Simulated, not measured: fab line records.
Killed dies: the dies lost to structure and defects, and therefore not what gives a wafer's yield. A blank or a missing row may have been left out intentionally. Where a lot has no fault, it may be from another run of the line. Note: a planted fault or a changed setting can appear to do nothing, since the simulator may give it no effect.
Split-lot trial :: flow n5 finfet :: on a route of 1938 steps: 7 lots, 21 wafers read

== ABOUT THE SPLIT ==
At N5_BEOL_M0_SAQP_PECVD_04 (deposits a-Si from SiH4/He, target thk 60 nm, time 60.2 s), the setting time s was moved away from the recipe's 60.2 s on 6 of the 21 wafers read, by -14.6% to +13.2%. The other wafers ran this setting at the recipe's value.

== FROM THE SPLIT TO THE READING: what the file shows between them, 9 steps ==
- N5_BEOL_M0_SAQP_THK_MEAS_05
- N5_BEOL_M0_SAQP_COAT_08: resist thk 90 nm (also split here: spin rpm)
- N5_BEOL_M0_SAQP_EBR_10
- N5_BEOL_M0_SAQP_SOFTBAKE_09: time 60 s
- N5_BEOL_M0_SAQP_EXPOSE_11: exposes mask M0 CORE, target cd 42 nm
- N5_BEOL_M0_SAQP_PEB_12: peb time 60 s
- N5_BEOL_M0_SAQP_DEVELOP_13: develop time 30 s
- N5_BEOL_M0_SAQP_HM_OPEN_112: chemistry CHF3/O2, target SiO2, stops on a-Si, target depth 12 nm, time 13.5 s
- N5_BEOL_M0_SAQP_STRIP_113: strips in CHF3/O2

== THE READING ==
etch.depth nm (the simulator's own value, which no gauge read), in nm, at N5_BEOL_M0_SAQP_MANDREL_ETCH_20 (etches a-Si in HBr/Cl2, stops on SiNx, target depth 60 nm, bt time 10 s, time 30 s). The file does not state a usual value for it. Average 59.98 nm, standard deviation 0.73 nm, over the 15 wafers here run with the recipe.

wafer: L074.1
tool, chamber at the split: pecvd-01, 2
time s as run, s: 60.2
against the recipe: recipe
etch.depth nm, nm: 59.82
against lot-mates on the recipe: -

wafer: L074.5
tool, chamber at the split: pecvd-01, 2
time s as run, s: 60.2
against the recipe: recipe
etch.depth nm, nm: 61.36
against lot-mates on the recipe: -

wafer: L074.6
tool, chamber at the split: pecvd-01, 0
time s as run, s: 60.2
against the recipe: recipe
etch.depth nm, nm: 60.33
against lot-mates on the recipe: -

wafer: L083.3
tool, chamber at the split: pecvd-03, 2
time s as run, s: 60.2
against the recipe: recipe
etch.depth nm, nm: 60.02
against lot-mates on the recipe: -

wafer: L083.4
tool, chamber at the split: pecvd-03, 1
time s as run, s: 60.2
against the recipe: recipe
etch.depth nm, nm: 60.44
against lot-mates on the recipe: -

wafer: L083.5
tool, chamber at the split: pecvd-03, 2
time s as run, s: 60.2
against the recipe: recipe
etch.depth nm, nm: 60.68
against lot-mates on the recipe: -

wafer: L090.2
tool, chamber at the split: pecvd-02, 2
time s as run, s: 51.44
against the recipe: -14.6%
etch.depth nm, nm: 50.12
against lot-mates on the recipe: -10.21

wafer: L090.3
tool, chamber at the split: pecvd-02, 1
time s as run, s: 60.2
against the recipe: recipe
etch.depth nm, nm: 60.33
against lot-mates on the recipe: -

wafer: L090.6
tool, chamber at the split: pecvd-02, 0
time s as run, s: 51.44
against the recipe: -14.6%
etch.depth nm, nm: 51.26
against lot-mates on the recipe: -9.07

wafer: L094.1
tool, chamber at the split: pecvd-03, 1
time s as run, s: 60.2
against the recipe: recipe
etch.depth nm, nm: 58.38
against lot-mates on the recipe: -

wafer: L094.3
tool, chamber at the split: pecvd-03, 1
time s as run, s: 60.2
against the recipe: recipe
etch.depth nm, nm: 59.48
against lot-mates on the recipe: -

wafer: L094.4
tool, chamber at the split: pecvd-03, 2
time s as run, s: 60.2
against the recipe: recipe
etch.depth nm, nm: 60.39
against lot-mates on the recipe: -

wafer: L095.1
tool, chamber at the split: pecvd-01, 1
time s as run, s: 60.2
against the recipe: recipe
etch.depth nm, nm: 59.47
against lot-mates on the recipe: -

wafer: L095.3
tool, chamber at the split: pecvd-01, 2
time s as run, s: 54.99
against the recipe: -8.7%
etch.depth nm, nm: 53.81
against lot-mates on the recipe: -5.66

wafer: L095.5
tool, chamber at the split: pecvd-01, 2
time s as run, s: 54.99
against the recipe: -8.7%
etch.depth nm, nm: 55.32
against lot-mates on the recipe: -4.15

wafer: L096.1
tool, chamber at the split: pecvd-01, 1
time s as run, s: 60.2
against the recipe: recipe
etch.depth nm, nm: 59.85
against lot-mates on the recipe: -

wafer: L096.2
tool, chamber at the split: pecvd-01, 0
time s as run, s: 68.13
against the recipe: +13.2%
etch.depth nm, nm: 68.65
against lot-mates on the recipe: +8.80

wafer: L096.6
tool, chamber at the split: pecvd-01, 0
time s as run, s: 68.13
against the recipe: +13.2%
etch.depth nm, nm: 69.14
against lot-mates on the recipe: +9.29

wafer: L097.1
tool, chamber at the split: pecvd-03, 1
time s as run, s: 60.2
against the recipe: recipe
etch.depth nm, nm: 58.93
against lot-mates on the recipe: -

wafer: L097.3
tool, chamber at the split: pecvd-03, 2
time s as run, s: 60.2
against the recipe: recipe
etch.depth nm, nm: 59.47
against lot-mates on the recipe: -

wafer: L097.5
tool, chamber at the split: pecvd-03, 2
time s as run, s: 60.2
against the recipe: recipe
etch.depth nm, nm: 60.7
against lot-mates on the recipe: -

FIT RESULTS
A straight line over all 21 wafers: etch.depth nm changes by +0.652 nm for each +1% of time s; r = +0.99; the points scatter about the line by 0.73 nm.
The same after taking each lot's own level away (the mean of its wafers on the recipe; 21 wafers): +0.658 nm for each +1%; r = +0.99; scatter 0.66 nm.
On that fit, the largest move of time s shifts the reading by 9.6 nm.
The span of the lots' own levels, 59.417 to 60.503 nm, comes to 1.5 times the standard deviation stated above.
The two slopes are in agreement: the lot-to-lot level therefore moves the slope only a little.
Check: for one of the wafers moved furthest among these (-14.6%), held out of the fit, the line's prediction against its lot-mates is -9.23 nm. It came out at -10.2 nm against them.

== ADDITIONAL SPLITS CARRIED BY THESE WAFERS ==
Before the reading, these wafers also passed through other splits. Each is held against what the fit with the lots' levels taken away leaves over:
other split on the same wafers: N5_HKMG_FIN_ETCH_31 bias w
wafers away from the commonest value: 9
r with etch.depth nm (lot level and that fit taken away): -0.05

other split on the same wafers: N5_MOL_CONTACT_COAG_EXPOSE_05 dose mj
wafers away from the commonest value: 10
r with etch.depth nm (lot level and that fit taken away): +0.11

other split on the same wafers: N5_MOL_CONTACT_COAG_CONTACT_ETCH_14 source w
wafers away from the commonest value: 7
r with etch.depth nm (lot level and that fit taken away): -0.31

other split on the same wafers: N5_BEOL_M0_SAQP_COAT_08 spin rpm
wafers away from the commonest value: 11
r with etch.depth nm (lot level and that fit taken away): -0.15

== THE WHOLE CHAIN: every reading that the file lists as answering this split, in the file's order ==
step: N5_BEOL_M0_SAQP_PECVD_04
what it does: deposits a-Si from SiH4/He, target thk 60 nm, time 60.2 s
reading: a-Si_of_BEOL_M0_SAQP_PECVD_04.thk nm (the simulator's own value, which no gauge read)
change (the file's fit): +0.657 nm for each +1% of the setting
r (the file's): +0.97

step: N5_BEOL_M0_SAQP_THK_MEAS_05
what it does: 
reading: thk nm
change (the file's fit): withheld for each +1% of the setting
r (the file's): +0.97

step: N5_BEOL_M0_SAQP_MANDREL_ETCH_20
what it does: etches a-Si in HBr/Cl2, stops on SiNx, target depth 60 nm, bt time 10 s, time 30 s
reading: etch.depth nm (the simulator's own value, which no gauge read)
change (the file's fit): +0.656 nm for each +1% of the setting
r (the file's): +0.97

== THE FILE'S OWN FIT ==
etch.depth nm changes by +0.656 nm for each +1% of time s, r = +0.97.
